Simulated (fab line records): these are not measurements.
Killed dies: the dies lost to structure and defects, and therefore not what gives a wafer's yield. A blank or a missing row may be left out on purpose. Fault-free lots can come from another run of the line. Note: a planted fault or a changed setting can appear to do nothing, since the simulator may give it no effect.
What tool caused it? | flow nand_harc | 33 wafers from 11 lots sampled at 5 of the route's 1302 steps

## WHAT THE GAUGES READ, wafer by wafer
NHARC_END_SORT_01.
lot  | measured     | on        | killed_at_array
L875 | day 30 17:21 | prober-01 | 67 673 75

## TOOL THAT RAN EACH LOT (tool first, then ch and the chambers of the sampled wafers, then the start)
lot  | NHARC_A_STAIRCASE_ETCH_27                     | NHARC_A_STAIRCASE_TRIM_191         | NHARC_A_STAIRCASE_TRIM_193                  | NHARC_A_STAIRCASE_TRIM_198
L861 | rie_diel-08 ch 0,1, day 15 16:40 or earlier   | rie_diel-12 ch 0,1,2, day 15 16:40 | rie_diel-12 ch 0,2,3, no start              | rie_diel-11 ch 2,3, no start
L864 | rie_diel-11 ch 1,2, day 17 04:17 or earlier   | rie_diel-11 ch 0,1, day 17 04:17   | rie_diel-11 ch 1,3, no start                | rie_diel-11 ch 1,2,3, no start
L863 | rie_diel-12 ch 0,1, day 17 04:41 or earlier   | rie_diel-12 ch 1,2, day 17 04:41   | rie_diel-12 ch 1,3, no start                | rie_diel-12 ch 0,1,3, no start
L865 | rie_diel-08 ch 0,1,3, day 17 14:35 or earlier | rie_diel-08 ch 0,2,3, day 17 14:35 | rie_diel-08 ch 0,1,3, no start              | rie_diel-12 ch 0,1,2, no start
L867 | rie_diel-12 ch 0,1,2, day 18 19:52 or earlier | rie_diel-12 ch 0,2,3, day 18 19:52 | rie_diel-12 ch 1,2,3, no start              | rie_diel-11 ch 0,1,2, no start
L869 | rie_diel-12 ch 0,2, day 19 14:28 or earlier   | rie_diel-12 ch 1,2,3, day 19 14:28 | rie_diel-12 ch 0,2,3, no start              | rie_diel-12 ch 0,2, no start
L875 | rie_diel-08 ch 0,2, day 21 23:08 or earlier   | rie_diel-12 ch 0,3, day 21 23:08   | rie_diel-12 ch 0,2, day 30 17:21 or earlier | rie_diel-12 ch 0,2,3, day 30 17:21 or earlier
L880 | rie_diel-08 ch 0,1,2, day 23 20:35 or earlier | rie_diel-11 ch 0,2,3, day 23 20:35 | rie_diel-11 ch 1,2,3, no start              | rie_diel-11 ch 1,2,3, no start
L882 | rie_diel-11 ch 0,2,3, day 24 18:34 or earlier | rie_diel-12 ch 1,2,3, day 24 18:34 | rie_diel-12 ch 0,1,3, no start              | rie_diel-12 ch 0,1,3, no start
L883 | rie_diel-11 ch 0,1,3, day 25 11:20 or earlier | rie_diel-12 ch 1,2, day 25 11:20   | rie_diel-12 ch 1,2,3, no start              | rie_diel-11 ch 0,1, no start
L884 | rie_diel-12 ch 0,1,2, day 25 11:25 or earlier | rie_diel-12 ch 1,2,3, day 25 11:25 | rie_diel-12 ch 0,1,2, no start              | rie_diel-08 ch 0,2,3, no start
- NHARC_A_STAIRCASE_ETCH_27: etches the open film in C4F8/O2, target depth 100 nm, time 40.5 s.
- NHARC_A_STAIRCASE_TRIM_191: chemistry O2, time 211.2 s.
- NHARC_A_STAIRCASE_TRIM_193: chemistry O2, time 211.2 s.
- NHARC_A_STAIRCASE_TRIM_198: chemistry O2, time 211.2 s.

## THE ANSWER, worked out from the rows above alone
Rule: what is usual is taken from the lots themselves. The widest of any qualifying gaps counts: lots, ordered by their means at a reading, are off when they make up no more than a third of the lots, leave a main group of 4 or more, and stand apart from it by 3 or more times the standard deviation of that group's means. If all means in a main group match to the digits the tables above print for the reading, that group is not used. A lot without any number at a reading at which 4 lots or more have one is off too. All remaining lots with rows at the step are treated as sound.
No lot is off on any of the readings shown, so nothing can be concluded from this.

## WHAT THE SIMULATOR HAD INSERTED
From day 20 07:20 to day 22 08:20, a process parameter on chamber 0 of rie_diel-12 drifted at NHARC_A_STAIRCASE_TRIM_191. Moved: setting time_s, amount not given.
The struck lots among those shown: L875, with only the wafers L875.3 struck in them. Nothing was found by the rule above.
